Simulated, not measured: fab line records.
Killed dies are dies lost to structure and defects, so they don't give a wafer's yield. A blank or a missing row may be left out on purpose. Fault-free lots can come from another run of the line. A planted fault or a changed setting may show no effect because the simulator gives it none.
Chamber matching ; flow n5-finfet ; N5_PASSIVATION_PECVD_55 on pecvd-04 has 3 sister chambers
The step deposits SiO2 from SiH4/N2O, target thk 400 nm, time 22.5 s. 6 wafers are shown with their chamber, then 8 later ones without.

== WAFERS WITH THEIR CHAMBER ==
wafer;chamber;throttle-valve-pct (%);showerhead-plenum-p-Torr (Torr)
L082.6;1;57.9;8.33
L083.5;1;57.8;8.34
L084.5;0;52.4;8.11
L086.3;0;52.3;8.10
L086.5;2;51.5;8.23
L088.3;2;51.6;8.21

== WAFERS MISSING THEIR CHAMBER ==
wafer;throttle-valve-pct (%);showerhead-plenum-p-Torr (Torr)
L088.4;52.3;8.10
L088.6;51.2;8.21
L092.1;52.3;8.11
L092.2;52.0;8.24
L092.3;51.9;8.21
L094.2;52.3;8.08
L094.4;52.4;8.09
L094.5;52.5;8.12

== THE CHAMBER EACH PASSED THROUGH ==
wafer;from the rows above;in truth
L088.4;0;0
L088.6;2;2
L092.1;0;0
L092.2;2;2
L092.3;2;2
L094.2;0;0
L094.4;0;0
L094.5;0;0
Correct placement for 8 of the 8. From these rows, 0 cannot be placed. Placed wrongly: 0.
How it was worked out, from the rows above alone: a wafer's distance from a chamber is the root of the sum, over the readings, of the square of ((its reading less the chamber's mean) divided by the reading's scatter). If the next closest chamber is less than 2 further off than the closest, the wafer can't be placed; otherwise it belongs to the closest. For every chamber, the mean is computed from those of its wafers that are shown. The scatter is the square root of a quotient: the sum, over the shown wafers, of each reading's squared deviation from its chamber's mean, divided by wafers minus chambers.
